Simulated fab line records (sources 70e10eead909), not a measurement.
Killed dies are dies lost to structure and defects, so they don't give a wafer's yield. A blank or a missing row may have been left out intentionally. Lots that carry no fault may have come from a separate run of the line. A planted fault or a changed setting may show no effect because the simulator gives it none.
fab line records	flow nand-harc
record: lots: 6	wafers: 18	last-day: 24
route steps=1159 shown THIN_TSV@1142 END@1159
lots with no fault: from the same line, run without faults
start-h: hours from the record's opening day to when the first of the lot's shown wafers began	wait-h: hours from the lot's prior step to this one	" same as the row above	L1.1+2: several wafers, shown together as one row	- no value present, or no start provided	* or withheld: withheld	< > ~ a bound
route shown NAME@n: names a module that has steps shown in the file, with the first one's number in the route	usual: mean/standard deviation of fault-free wafers	same: alike in all rows	chamber/n: place in a boat	sites: per-site readings	_std_site: how widely they spread, as a standard deviation	_edge_site: outer sites' mean less inner sites'	radius-mm: for every site, how far away it sits from the centre of the wafer	mask NAME#n: copy n	behind: tool/chamber where the wafer was last shaped	hold: reason for holding the lot/hours on hold/outcome of the hold	device: names the non-switching transistor (n, p or np)	end of line: the route-end tests of the same wafers	a step with no rows: only its recipe	killed: dies lost to structure and defects at the first sort, not the wafer's yield	map: dies across one wafer; x = killed, . = not, _ = none there
set.NAME: the run value of the setting; set.NAME@STEP: its run value at that earlier step	model.NAME: the simulator's own value behind a step, which no gauge read
certain route steps with their lots: each step a table, each wafer a row
services: a tool's chamber out of use, with start hour (start-h, from the record's first day; less than 0 if before it), hours out, and reason
== steps ==
step: NHARC_THIN_TSV_COAT_27
recipe: spin-rpm: *
step: NHARC_THIN_TSV_SOFTBAKE_28
recipe: temp-c: 122	time-s: 95
step: NHARC_THIN_TSV_EBR_29
step: NHARC_THIN_TSV_EXPOSE_30
recipe: na: 0.55	dose-mj: 11.47	mask-id: PAD
step: NHARC_THIN_TSV_PEB_31
recipe: peb-temp-c: 118	peb-time-s: 85
step: NHARC_THIN_TSV_DEVELOP_32
recipe: time-s: 70
step: NHARC_THIN_TSV_CD_MEAS_33
recipe: target-cd-nm: 5000	landing-energy-ev: 500
usual: cd-nm: 5000.1/1.9
lot.wafer	tool	chamber	start-h	wait-h	cd-nm
L434.1	cd-sem-03	0	437.78	-	4999.9
L434.2	"	0	"	"	4999.2
L434.5	"	0	"	"	5001.9
L442.2	cd-sem-03	0	496.67	-	4999.9
L442.4	"	0	"	"	4996.5
L442.6	"	0	"	"	4999.6
L451.2	cd-sem-03	0	545.87	-	4999.1
L451.5	"	0	"	"	4999.7
L451.6	"	0	"	"	4997.5
L455.2	cd-sem-03	0	554.67	-	5001.1
L455.3	"	0	"	"	4999.7
L455.5	"	0	"	"	5001.6
L454.1	cd-sem-01	0	559.96	-	4998.3
L454.2	"	0	"	"	4998.0
L454.4	"	0	"	"	4999.4
L452.2	cd-sem-02	0	561.02	-	4999.1
L452.3	"	0	"	"	4996.9
L452.5	"	0	"	"	4998.8
step: NHARC_THIN_TSV_HARDBAKE_34
recipe: temp-c: 125	time-s: 80
step: NHARC_THIN_TSV_DESCUM_35
recipe: time-s: 3	o2-flow-sccm: 200	ar-flow-sccm: 0	bias-power-w: 0	chemistry: O2
usual: drypump-motor-current-A: 5.6/0.48	oes-product-au: 1.001/0.011	rf-vpp-V: 57.6/0.87	showerhead-plenum-p-Torr: 1.90/0.1	throttle-valve-pct: 11.311/0.0095
lot.wafer	tool	chamber	start-h	wait-h	drypump-motor-current-A	oes-product-au	rf-hours-counter-h	rf-vpp-V	showerhead-plenum-p-Torr	throttle-valve-pct
L434.1	rie-diel-12	3	437.95	-	6.4	0.997	4.2	58.1	2.01	11.322
L434.2	"	1	"	"	4.9	0.994	5.0	57.4	1.92	11.307
L434.5	"	3	"	"	6.5	1.003	-	56.8	2.01	11.302
L442.2	rie-diel-03	0	496.83	-	6.1	1.017	7.4	57.8	1.98	11.315
L442.4	"	1	"	"	4.9	0.996	7.3	56.7	1.77	11.327
L442.6	"	0	"	"	6.1	1.007	-	59.0	1.98	11.311
L451.2	rie-diel-02	3	546.03	-	5.1	1.005	3.4	56.9	1.78	11.319
L451.5	"	3	"	"	5.1	1.000	-	56.5	1.78	11.312
L451.6	"	0	"	"	5.1	0.997	-	59.3	2.04	11.310
L455.3	rie-diel-02	0	554.83	-	5.1	0.990	4.0	59.3	2.04	11.301
L455.2	"	1	"	"	6.0	1.007	3.9	56.5	1.79	11.318
L455.5	"	0	"	"	5.1	1.003	-	57.4	2.04	11.299
L454.4	rie-diel-03	3	560.12	-	5.6	1.014	10.8	57.1	1.86	11.309
L454.2	"	0	"	"	6.1	1.010	11.3	58.4	1.98	11.294
L454.1	"	1	"	"	4.9	1.005	10.7	57.1	1.77	11.315
L452.3	rie-diel-03	2	561.18	-	5.9	0.995	9.8	58.9	1.94	11.310
L452.2	"	0	"	"	6.1	1.011	11.3	57.4	1.98	11.310
L452.5	"	3	"	"	5.6	1.003	-	57.6	1.86	11.305
step: NHARC_THIN_TSV_ETCH_59
recipe: target-depth-a: 8800	icp-w: 900	bias-w: 100	Cl2_flow_sccm: 60	bcl3-flow-sccm: 30	time-s: 138.1	chemistry: Cl2/BCl3
usual: bcl3-flow-sccm: 30.00/0.091	drypump-motor-current-A: 5.7/0.58	oes-product-au: 1.001/0.0096	throttle-valve-pct: 22.263/0.0094
lot.wafer	tool	chamber	start-h	wait-h	bcl3-flow-sccm	drypump-motor-current-A	oes-product-au	rf-hours-counter-h	throttle-valve-pct
L434.2	rie-metal-03	1	438.07	0.1	29.98	6.3	0.988	4.8	22.276
L434.1	"	0	"	"	29.96	5.9	1.003	4.3	22.259
L434.5	"	1	"	"	30.05	6.3	0.986	-	22.263
L442.2	rie-metal-03	1	496.95	0.1	30.05	6.3	0.998	1.2	22.262
L442.4	"	0	"	"	29.90	5.9	1.002	-	22.250
L442.6	"	1	"	"	30.08	6.3	1.000	-	22.248
L451.2	rie-metal-03	0	546.16	0.1	30.00	5.9	1.019	3.4	22.268
L451.6	"	0	"	"	30.08	5.9	1.000	-	22.268
L451.5	"	1	"	"	29.94	6.3	1.003	-	22.258
L455.2	rie-metal-02	1	555.00	0.1	30.10	5.7	0.990	4.6	22.273
L455.3	"	0	"	"	29.90	4.9	1.012	-	22.247
L455.5	"	1	"	"	30.05	5.7	1.003	-	22.260
L454.1	rie-metal-01	1	560.25	0.1	30.15	6.3	0.981	1.1	22.275
L454.2	"	0	"	"	29.87	4.9	0.986	1.1	22.268
L454.4	"	0	"	"	29.92	5.0	0.998	-	22.246
L452.2	rie-metal-02	0	561.34	0.1	29.85	4.9	1.006	4.8	22.262
L452.3	"	0	"	"	29.89	4.9	1.002	-	22.257
L452.5	"	1	"	"	30.07	5.6	0.998	-	22.255
step: NHARC_THIN_TSV_ETCH_36
recipe: target-depth-a: 650	over-etch-frac: 0.3	time-s: 18.571	ion-energy-ev: 150	chemistry: Cl2/BCl3
usual: drypump-motor-current-A: 5.7/0.58	oes-product-au: 1.001/0.0098
lot.wafer	tool	chamber	start-h	wait-h	drypump-motor-current-A	oes-product-au	rf-hours-counter-h
L434.2	rie-metal-03	0	438.33	0.2	5.9	1.013	4.4
L434.1	"	1	"	"	6.3	0.988	4.9
L434.5	"	1	"	"	6.3	0.990	-
L442.2	rie-metal-03	0	497.21	0.2	5.9	1.012	1.3
L442.4	"	0	"	"	5.9	1.017	-
L442.6	"	0	"	"	5.9	1.018	-
L451.2	rie-metal-03	0	546.42	0.2	5.9	1.018	3.5
L451.6	"	1	"	"	6.3	1.000	-
L451.5	"	0	"	"	5.9	1.019	-
L455.2	rie-metal-02	0	555.22	0.2	4.8	1.009	4.7
L455.3	"	0	"	"	4.9	1.012	-
L455.5	"	1	"	"	5.6	0.989	-
L454.2	rie-metal-01	1	560.51	0.2	6.3	0.994	1.2
L454.1	"	0	"	"	4.9	0.995	1.2
L454.4	"	0	"	"	4.9	0.998	-
L452.2	rie-metal-02	0	561.57	0.2	4.9	1.003	4.9
L452.3	"	0	"	"	4.9	1.006	-
L452.5	"	0	"	"	4.9	1.009	-
step: NHARC_THIN_TSV_STRIP_56
recipe: power-w: 1500	temp-c: 250	chemistry: O2
usual: drypump-motor-current-A: 5.56/0.19	heater-power-w: 335/24
lot.wafer	tool	chamber	start-h	wait-h	drypump-motor-current-A	heater-power-w	rf-hours-counter-h
L434.1	plasma-asher-02	0	438.68	0.3	5.29	342	21
L434.2	"	1	"	"	5.74	346	21
L434.5	"	0	"	"	5.29	349	-
L442.2	plasma-asher-01	0	497.36	0.1	5.60	363	12
L442.4	"	1	"	"	5.62	295	-
L442.6	"	0	"	"	5.61	356	-
L451.2	plasma-asher-02	1	546.51	0.1	5.76	323	0
L451.5	"	1	"	"	5.77	324	-
L451.6	"	0	"	"	5.30	337	-
L455.2	plasma-asher-02	1	555.32	0.1	5.74	329	3
L455.3	"	0	"	"	5.30	341	-
L455.5	"	0	"	"	5.31	340	-
L454.1	plasma-asher-02	1	560.61	0.1	5.74	324	5
L454.2	"	0	"	"	5.29	349	5
L454.4	"	1	"	"	5.75	320	-
L452.2	plasma-asher-02	0	561.67	0.1	5.33	337	5
L452.3	"	0	"	"	5.28	344	-
L452.5	"	0	"	"	5.30	343	-
step: NHARC_THIN_TSV_STRIP_57
recipe: time-s: 1200	temp-c: 72.5	chemistry: post-etch-residue-remover
usual: bath-guard-temp-C: 72.6/0.44	bath-heat-duty-pct: 14.4/1.5
lot.wafer	tool	chamber	start-h	wait-h	bath-guard-temp-C	bath-heat-duty-pct
L434.5	wet-bench-10	6	439.03	0.1	72.4	12.5
L434.1	"	2	"	"	72.8	13.4
L434.2	"	3	"	"	71.5	12.9
L442.4	wet-bench-08	1	497.66	0.2	72.9	12.4
L442.2	"	3	"	"	72.5	16.6
L442.6	"	5	"	"	73.1	14.2
L451.5	wet-bench-10	0	546.87	0.1	-	-
L451.6	"	2	"	"	-	-
L451.2	"	4	"	"	-	-
L455.3	wet-bench-08	3	555.67	0.2	72.6	18.5
L455.5	"	5	"	"	72.9	15.7
L455.2	"	0	"	"	72.7	14.4
L454.1	wet-bench-10	5	560.95	0.3	72.4	13.6
L454.2	"	1	"	"	72.8	14.8
L454.4	"	2	"	"	73.2	13.6
L452.3	wet-bench-10	5	562.02	0.2	-	-
L452.5	"	6	"	"	-	-
L452.2	"	0	"	"	-	-
step: NHARC_THIN_TSV_CD_MEAS_37
usual: cd-nm: 4999/3.2
lot.wafer	tool	chamber	start-h	wait-h	cd-nm
L434.1	cd-sem-03	-	439.49	-	5001
L434.2	"	-	"	"	5001
L434.5	"	-	"	"	5004
L442.2	cd-sem-01	-	498.11	-	4998
L442.4	"	-	"	"	4995
L442.6	"	-	"	"	4996
L451.2	cd-sem-03	-	547.31	0.4	5000
L451.5	"	-	"	"	5002
L451.6	"	-	"	"	4997
L455.2	cd-sem-02	-	556.12	-	5001
L455.3	"	-	"	"	4999
L455.5	"	-	"	"	5000
L454.1	cd-sem-01	-	561.40	-	4993
L454.2	"	-	"	"	4998
L454.4	"	-	"	"	4997
L452.2	cd-sem-02	-	562.46	0.4	4998
L452.3	"	-	"	"	4997
L452.5	"	-	"	"	4998
step: NHARC_END_SORT_01
recipe: temp-c: 25
usual: defect-limited-yield: 95.2/1.9	killed-at-array: 29/13	killed-at-other: 0.7/1	killed-at-periphery: 3.2/2.3	killed-dies: 33/13	killed-open: 3.3/1.7	killed-short: 2.0/1.5	sort_bin_2_pct: 1.5/0.8	sort_bin_3_pct: 0.27/0.22	sort_bin_4_pct: 3.0/1.1	sort-n-pass: 644/13	sort-rim-yield-pct: 96.0/2.9	sort-yield-pct: 95.2/1.9
same: gross-dies: 677	sort_bin_5_pct[%]: 0	sort_bin_6_pct[%]: 0	sort_bin_7_pct[%]: 0	sort_bin_8_pct[%]: 0	sort-rim-n-gross: 106.00
lot.wafer	tool	chamber	start-h	wait-h	defect-limited-yield[%]	killed-at-array	killed-at-other	killed-at-periphery	killed-dies	killed-open	killed-short	sort_bin_2_pct[%]	sort_bin_3_pct[%]	sort_bin_4_pct[%]	sort-n-pass	sort-rim-yield-pct[%]	sort-yield-pct[%]
L434.1	prober-01	0	446.89	2.5	94.2	33	1	5	39	7	1	1.3	0.30	4.1	638	95.3	94.2
L434.2	prober-01	0	447.69	2.8	96.0	20	2	5	27	1	1	1.2	0	2.8	650	98.1	96.0
L434.5	prober-01	0	450.07	3.7	96.0	20	0	7	27	7	2	1.0	0.15	2.8	650	97.2	96.0
L442.2	prober-02	0	506.42	2.8	91.9	54	0	1	55	3	4	3.5	0.30	4.3	622	89.6	91.9
L442.4	prober-02	0	508.00	3.4	93.5	40	1	3	44	3	5	1.8	0.15	4.6	633	94.3	93.5
L442.6	prober-02	0	509.58	3.9	93.6	39	1	3	43	3	10	2.1	0.44	3.8	634	87.7	93.6
L451.2	prober-02	0	555.42	2.8	94.2	34	0	5	39	5	3	1.2	0.59	4.0	638	94.3	94.2
L451.5	prober-02	0	557.85	3.7	94.1	38	0	2	40	2	1	2.2	0.44	3.2	637	100.0	94.1
L451.6	prober-02	0	558.66	4.0	95.7	27	0	2	29	2	1	0.9	0	3.4	648	92.5	95.7
L455.2	prober-01	0	565.31	2.8	96.5	14	1	9	24	1	1	1.0	0	2.5	653	96.2	96.5
L455.3	prober-01	0	566.11	3.1	96.3	20	2	3	25	6	3	1.0	0.30	2.4	652	96.2	96.3
L455.5	prober-01	0	567.69	3.7	97.3	17	0	1	18	1	3	1.0	0.59	1.0	659	99.1	97.3
L454.1	prober-02	0	572.25	2.5	96.0	21	1	5	27	6	4	1.5	0.30	2.2	650	93.4	96.0
L454.2	prober-02	0	573.05	2.8	96.8	19	0	3	22	6	2	1.0	0.30	1.9	655	96.2	96.8
L454.4	prober-02	0	574.65	3.4	96.6	22	0	1	23	1	3	0.6	0.30	2.5	654	97.2	96.6
L452.2	prober-01	0	573.07	2.8	91.0	60	0	1	61	5	2	2.8	0.30	5.9	616	87.7	91.0
L452.3	prober-01	0	573.88	3.1	91.1	55	0	5	60	3	2	3.2	0.44	5.2	617	99.1	91.1
L452.5	prober-01	0	575.48	3.7	91.7	55	0	1	56	4	0	2.7	0.74	4.9	621	94.3	91.7
killed by level:class
L434.1 A_CHANNEL_HOLE_D1:chamber-film-flake=16 A_STAIRCASE:chamber-film-flake=5 A_CHANNEL_FILL_D1:geometric-particle:open=3 A_CONTACT:geometric-particle:open=2 P_CONTACT:chamber-film-flake=2 P_M2:chamber-film-flake=2 A_ZERO_WELL:chamber-film-flake=2 P_M0:geometric-particle:open=1
L434.2 A_CHANNEL_HOLE_D1:chamber-film-flake=10 A_SLIT:unspecified=3 P_CONTACT:chamber-film-flake=2 P_M2:chamber-film-flake=2 A_CHANNEL_FILL_D1:chamber-film-flake=2 A_STAIRCASE:chamber-film-flake=2 A_CONTACT:chamber-film-flake=2 THIN_TSV:chamber-film-flake=2
L434.5 A_CHANNEL_HOLE_D1:chamber-film-flake=8 P_M2:chamber-film-flake=3 A_CONTACT:chamber-film-flake=2 P_CONTACT:geometric-particle:open=1 P_M2:geometric-particle:short=1 A_ONON_D1:geometric-particle:open=1 A_CHANNEL_FILL_D1:geometric-particle:open=1 A_SGD_CUT:geometric-particle:open=1
L442.2 A_CHANNEL_HOLE_D1:chamber-film-flake=16 A_SLIT:chamber-film-flake=15 A_STAIRCASE:chamber-film-flake=8 A_CONTACT:chamber-film-flake=6 A_CHANNEL_FILL_D1:geometric-particle:open=2 A_CHANNEL_FILL_D1:geometric-particle:short=1 A_WL_FILL:geometric-particle:short=1 A_CONTACT:geometric-particle:short=1
L442.4 A_CHANNEL_HOLE_D1:chamber-film-flake=16 A_SLIT:chamber-film-flake=13 A_CONTACT:chamber-film-flake=4 A_CHANNEL_FILL_D1:geometric-particle:short=2 P_M1:geometric-particle:open=1 A_CHANNEL_FILL_D1:geometric-particle:open=1 A_SGD_CUT:geometric-particle:short=1 A_M0:geometric-particle:short=1
L442.6 A_CHANNEL_HOLE_D1:chamber-film-flake=15 A_SLIT:chamber-film-flake=10 A_ONON_D1:geometric-particle:short=2 A_CHANNEL_FILL_D1:geometric-particle:short=2 A_ZERO_WELL:chamber-film-flake=2 P_CONTACT:geometric-particle:short=1 P_M0:geometric-particle:short=1 P_M0:geometric-particle:open=1
L451.2 A_SLIT:chamber-film-flake=18 A_CHANNEL_HOLE_D1:chamber-film-flake=5 A_CONTACT:chamber-film-flake=4 A_ONON_D1:geometric-particle:open=2 A_CONTACT:geometric-particle:open=2 P_GATE:chamber-film-flake=2 P_M1:geometric-particle:short=1 P_M2:geometric-particle:open=1
L451.5 A_SLIT:chamber-film-flake=18 A_CHANNEL_HOLE_D1:chamber-film-flake=7 A_CONTACT:chamber-film-flake=6 P_GATE:chamber-film-flake=2 A_CHANNEL_FILL_D1:chamber-film-flake=2 A_WL_FILL:geometric-particle:open=1 A_CONTACT:geometric-particle:open=1 A_CONTACT:geometric-particle:short=1
L451.6 A_CHANNEL_HOLE_D1:chamber-film-flake=8 A_CONTACT:chamber-film-flake=8 A_SLIT:chamber-film-flake=7 P_GATE:chamber-film-flake=2 A_CHANNEL_FILL_D1:geometric-particle:open=1 A_WL_FILL:geometric-particle:short=1 A_WL_FILL:geometric-particle:open=1 A_SGD_CUT:chamber-film-flake=1
L455.2 P_M0:chamber-film-flake=6 A_WL_FILL:chamber-film-flake=5 A_CHANNEL_HOLE_D1:chamber-film-flake=4 P_ZERO_WELL:chamber-film-flake=2 A_CONTACT:chamber-film-flake=2 A_WL_FILL:geometric-particle:short=1 A_WL_FILL:geometric-particle:open=1 P_GATE:chamber-film-flake=1
L455.3 A_CHANNEL_HOLE_D1:chamber-film-flake=9 A_M0:geometric-particle:open=2 P_M2:geometric-particle:open=1 A_ONON_D1:geometric-particle:open=1 A_WL_FILL:geometric-particle:short=1 A_CONTACT:geometric-particle:short=1 A_CONTACT:geometric-particle:open=1 A_BLC:geometric-particle:open=1
L455.5 A_CHANNEL_HOLE_D1:chamber-film-flake=5 A_CHANNEL_FILL_D1:geometric-particle:short=2 A_STAIRCASE:chamber-film-flake=2 A_SLIT:chamber-film-flake=2 A_WL_FILL:chamber-film-flake=2 A_STAIRCASE:geometric-particle:open=1 A_WL_FILL:geometric-particle:short=1 P_ZERO_WELL:chamber-film-flake=1
L454.1 A_CHANNEL_HOLE_D1:chamber-film-flake=6 A_STAIRCASE:chamber-film-flake=3 A_WL_FILL:chamber-film-flake=2 P_STI:geometric-particle:open=1 P_CONTACT:geometric-particle:open=1 P_M1:geometric-particle:short=1 A_SOURCE_PLATE:geometric-particle:short=1 A_ONON_D1:geometric-particle:open=1
L454.2 A_CHANNEL_HOLE_D1:chamber-film-flake=8 A_CHANNEL_HOLE_D1:geometric-particle:open=2 A_CONTACT:geometric-particle:open=2 P_STI:chamber-film-flake=2 A_CONTACT:chamber-film-flake=2 A_SOURCE_PLATE:geometric-particle:open=1 A_CHANNEL_FILL_D1:geometric-particle:open=1 A_WL_FILL:geometric-particle:short=1
L452.2 A_CHANNEL_HOLE_D1:chamber-film-flake=22 A_CONTACT:chamber-film-flake=14 A_SLIT:chamber-film-flake=13 A_WL_FILL:geometric-particle:short=2 A_CONTACT:geometric-particle:open=2 A_STAIRCASE:chamber-film-flake=2 A_CHANNEL_HOLE_D1:geometric-particle:open=1 A_M0:geometric-particle:open=1
L452.3 A_SLIT:chamber-film-flake=23 A_CHANNEL_HOLE_D1:chamber-film-flake=13 A_CONTACT:chamber-film-flake=11 P_CONTACT:geometric-particle:short=2 P_GATE:chamber-film-flake=2 A_STAIRCASE:chamber-film-flake=2 A_ONON_D1:geometric-particle:open=1 A_CONTACT:geometric-particle:open=1
L454.4 A_CHANNEL_HOLE_D1:chamber-film-flake=11 A_CONTACT:chamber-film-flake=3 A_STAIRCASE:chamber-film-flake=2 P_M0:geometric-particle:short=1 A_CHANNEL_FILL_D1:geometric-particle:open=1 A_SGD_CUT:geometric-particle:short=1 A_CONTACT:geometric-particle:short=1 A_M1:chamber-film-flake=1
L452.5 A_CHANNEL_HOLE_D1:chamber-film-flake=23 A_CONTACT:chamber-film-flake=13 A_SLIT:chamber-film-flake=11 A_M0:geometric-particle:open=2 A_CHANNEL_FILL_D1:geometric-particle:open=1 A_WL_FILL:geometric-particle:open=1 P_GATE:chamber-film-flake=1 A_ZERO_WELL:chamber-film-flake=1
== services ==
tool	chamber	start-h	hours	kind
wet-bench-10	-	423.20	8.0	pm
wet-bench-10	0	431.20	-	consumable-replace:bath
wet-bench-10	0	431.20	-	consumable-replace:filter
wet-bench-10	1	431.20	-	consumable-replace:bath
wet-bench-10	1	431.20	-	consumable-replace:filter
wet-bench-10	2	431.20	-	consumable-replace:bath
rie-diel-03	2	443.81	3.2	repair
rie-diel-12	3	444.34	2.6	repair
plasma-asher-01	-	453.00	9.0	pm
rie-metal-03	-	453.00	9.0	pm
rie-metal-03	0	453.00	9.0	vent-cycle
rie-metal-03	1	453.00	9.0	vent-cycle
rie-metal-03	0	462.00	-	clean
rie-metal-03	1	462.00	-	clean
wet-bench-10	-	497.53	0.6	repair
rie-diel-02	-	504.70	9.0	pm
rie-metal-01	-	509.00	9.0	pm
plasma-asher-02	-	537.06	9.0	pm
plasma-asher-02	0	537.06	9.0	vent-cycle
plasma-asher-02	1	537.06	9.0	vent-cycle
plasma-asher-02	0	546.06	-	clean
plasma-asher-02	1	546.06	-	clean
wet-bench-10	-	548.09	3.5	repair
rie-diel-12	-	556.47	9.0	pm
== key ==
first-sign: step: NHARC_THIN_TSV_STRIP_57	reading: tool-record	direction: missing
effect none on later readings
met-at NHARC_THIN_TSV_STRIP_57
struck-wafers L451.2,L451.5,L451.6,L452.2,L452.3,L452.5
onset-between 439.03 546.87
fault: kind: skipped-step-whole	tool: wet-bench-10	chamber: -	onset-h: 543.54	steps: NHARC_THIN_TSV_STRIP_57	scope: struck-lots-only
